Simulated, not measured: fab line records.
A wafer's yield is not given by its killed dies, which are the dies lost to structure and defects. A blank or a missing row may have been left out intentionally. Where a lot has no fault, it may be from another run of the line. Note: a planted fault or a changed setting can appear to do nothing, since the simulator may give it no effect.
Which tool was responsible? | flow nand_harc | 12 lots, 36 wafers sampled, at 4 steps of a route of 1302

WHAT THE GAUGES SHOWED, per wafer
NHARC_A_SGD_CUT_CD_MEAS_09: the cd target is 100 nm.
lot  | measured     | on        | cd_nm (nm)
L828 | day 19 23:01 | cd_sem-02 | 101.4 100.2 100.3
L829 | day 19 23:27 | cd_sem-02 | 99.2 99.9 99.9
L832 | day 20 21:31 | cd_sem-03 | 100.0 99.7 100.3
L831 | day 20 21:08 | cd_sem-02 | 99.0 98.7 99.5
L834 | day 21 12:46 | cd_sem-01 | 100.2 100.1 100.6
L837 | day 23 19:48 | cd_sem-02 | 119.7 120.8 119.0
L839 | day 24 02:55 | cd_sem-03 | 100.1 101.5 100.5
L838 | day 24 02:37 | cd_sem-01 | 115.9 115.7 116.6
L842 | day 25 11:54 | cd_sem-02 | 100.5 99.3 99.0
L845 | day 27 07:07 | cd_sem-01 | 102.1 100.3 100.3
L846 | day 27 13:31 | cd_sem-02 | 98.8 99.2 99.6
L850 | day 28 13:02 | cd_sem-03 | 99.5 99.5 99.9

TOOL THAT RAN EACH LOT (tool first, then ch and the chambers of the sampled wafers, then the start)
lot  | NHARC_A_STAIRCASE_ETCH_444         | NHARC_A_STAIRCASE_ETCHBACK_422     | NHARC_A_SGD_CUT_EXPOSE_06
L828 | rie_diel-02 ch 0,3, day 19 15:43   | rie_diel-03 ch 2,3, day 19 20:59   | arfi_scanner-03 ch 0, day 19 22:53
L829 | rie_diel-06 ch 1,2,3, day 19 16:56 | rie_diel-06 ch 1,2,3, day 19 21:18 | arfi_scanner-02 ch 0, day 19 23:19
L832 | rie_diel-03 ch 0,1,2, day 20 13:42 | rie_diel-02 ch 1,2,3, day 20 19:27 | arfi_scanner-03 ch 0, day 20 21:22
L831 | rie_diel-06 ch 0,1,3, day 20 13:47 | rie_diel-06 ch 0,1,3, day 20 18:59 | arfi_scanner-01 ch 0, day 20 20:59
L834 | rie_diel-02 ch 0,2,3, day 21 05:34 | rie_diel-03 ch 1,2, day 21 10:28   | arfi_scanner-02 ch 0, day 21 12:38
L837 | rie_diel-06 ch 0,1, day 23 12:29   | rie_diel-03 ch 0,2,3, day 23 17:47 | arfi_scanner-02 ch 0, day 23 19:40
L839 | rie_diel-03 ch 0,2,3, day 23 18:58 | rie_diel-03 ch 1,2,3, day 24 00:45 | arfi_scanner-03 ch 0, day 24 02:46
L838 | rie_diel-02 ch 0,2,3, day 23 18:59 | rie_diel-02 ch 0,2,3, day 24 00:40 | arfi_scanner-02 ch 0, day 24 02:29
L842 | rie_diel-03 ch 1,2,3, day 25 04:01 | rie_diel-03 ch 1,3, day 25 09:44   | arfi_scanner-03 ch 0, day 25 11:46
L845 | rie_diel-06 ch 1,2,3, day 27 00:16 | rie_diel-02 ch 0,1, day 27 05:02   | arfi_scanner-03 ch 0, day 27 06:59
L846 | rie_diel-06 ch 2,3, day 27 05:41   | rie_diel-06 ch 1,2, day 27 11:25   | arfi_scanner-01 ch 0, day 27 13:23
L850 | rie_diel-06 ch 0,1,2, day 28 05:16 | rie_diel-02 ch 0,1, day 28 10:59   | arfi_scanner-01 ch 0, day 28 12:54
- NHARC_A_STAIRCASE_ETCH_444: etches the open film in C4F8/O2, target depth 20400 nm, time 6800 s.
- NHARC_A_STAIRCASE_ETCHBACK_422: etches the open film in CH3F/O2, target depth 40 nm, time 74.286 s.
- NHARC_A_SGD_CUT_EXPOSE_06: exposes mask SGD.

WHAT THE TOOLS THEMSELVES READ (means of the sampled wafers that have a number; where no wafer has one, the mark that the record gives instead)
NHARC_A_STAIRCASE_ETCH_444.
lot  | tool        | oes_product_au (a.u.) | rf_vpp_V (V)
L828 | rie_diel-02 | 0.964                 | 802
L829 | rie_diel-06 | 0.912                 | 806
L832 | rie_diel-03 | 0.934                 | 813
L831 | rie_diel-06 | 0.908                 | 810
L834 | rie_diel-02 | 0.926                 | 806
L837 | rie_diel-06 | 0.946                 | 811
L839 | rie_diel-03 | 0.930                 | 808
L838 | rie_diel-02 | 0.928                 | 805
L842 | rie_diel-03 | 0.930                 | 809
L845 | rie_diel-06 | 0.929                 | 804
L846 | rie_diel-06 | 0.934                 | 805
L850 | rie_diel-06 | 0.923                 | 805

NHARC_A_STAIRCASE_ETCHBACK_422.
lot  | tool        | drypump_motor_current_A (A) | oes_product_au (a.u.) | rf_vpp_V (V) | showerhead_plenum_p_Torr (Torr) | throttle_valve_pct (%)
L828 | rie_diel-03 | 5.59                        | 0.93                  | 244.5        | 2.45                            | 20.667
L829 | rie_diel-06 | 5.55                        | 0.98                  | 243.6        | 2.42                            | 20.659
L832 | rie_diel-02 | 5.57                        | 0.93                  | 246.4        | 2.55                            | 20.661
L831 | rie_diel-06 | 5.41                        | 0.98                  | 244.4        | 2.51                            | 20.672
L834 | rie_diel-03 | 5.69                        | 0.99                  | 245.4        | 2.57                            | 20.667
L837 | rie_diel-03 | 5.41                        | 0.92                  | 245.5        | 2.52                            | 20.656
L839 | rie_diel-03 | 5.63                        | 1.01                  | 245.1        | 2.51                            | 20.665
L838 | rie_diel-02 | 5.63                        | 0.93                  | 243.8        | 2.42                            | 20.662
L842 | rie_diel-03 | 5.77                        | 1.00                  | 244.6        | 2.54                            | 20.661
L845 | rie_diel-02 | 5.65                        | 0.92                  | 247.2        | 2.64                            | 20.666
L846 | rie_diel-06 | 5.32                        | 1.00                  | 243.2        | 2.38                            | 20.657
L850 | rie_diel-02 | 5.75                        | 0.91                  | 247.4        | 2.64                            | 20.677

NHARC_A_SGD_CUT_EXPOSE_06.
lot  | tool            | exposure_dose_mJ_cm2
L828 | arfi_scanner-03 | 85.47
L829 | arfi_scanner-02 | 85.54
L832 | arfi_scanner-03 | 85.41
L831 | arfi_scanner-01 | 85.57
L834 | arfi_scanner-02 | 85.56
L837 | arfi_scanner-02 | 109.33
L839 | arfi_scanner-03 | 85.51
L838 | arfi_scanner-02 | 104.44
L842 | arfi_scanner-03 | 85.46
L845 | arfi_scanner-03 | 85.41
L846 | arfi_scanner-01 | 85.44
L850 | arfi_scanner-01 | 85.63

THE ANSWER, worked out from the rows above alone
Rule: usual is defined by the lots themselves. The widest of any qualifying gaps counts: lots, ordered by their means at a reading, are off when they make up no more than a third of the lots, leave a main group of 4 or more, and stand apart from it by 3 or more times the standard deviation of that group's means. The tables above print the reading to a certain number of digits; a main group whose means all agree to those digits is not used. Also off: a lot with no number at a reading for which 4 or more lots have one. All remaining lots with rows at the step are treated as sound. Order of review: gauges by route order, followed by the tools' own readings, for which a lot's mean as printed above is used. The first step at which some lot is off is used, and at that step the reading that is off furthest; a lot without a number counts as furthest.
Off, at NHARC_A_SGD_CUT_CD_MEAS_09 on cd_nm: L837, L838. Mean 100.0 nm and standard deviation 0.61 in the main group.
If a tool, at a process step before that reading, ran all the lots that are off and no sound lot after the first of them, it fits. The gauges at NHARC_A_SGD_CUT_CD_MEAS_09 aren't tried: what is off there is off at NHARC_A_SGD_CUT_EXPOSE_06 too, on other tools, and a gauge's error can't cause that. One fits: arfi_scanner-02 at NHARC_A_SGD_CUT_EXPOSE_06. A fault onset in the window from L834 (day 21 12:38, its last sound lot) to L837 (day 23 19:40, its first lot off) fits.
On the lots that are off, the tool's own readings at NHARC_A_SGD_CUT_EXPOSE_06 differ by more than 5 times the standard deviation of the sound lots' means, which bears it out; exposure_dose_mJ_cm2 reads 106.88 there versus 85.50 on the sound lots.

WHAT WAS PUT IN BY THE SIMULATOR
Drift in process parameters on arfi_scanner-02 at NHARC_A_SGD_CUT_EXPOSE_06, starting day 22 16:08. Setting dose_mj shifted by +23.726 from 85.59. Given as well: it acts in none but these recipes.
Lots struck among those shown: L837, L838. The rule above found the same.
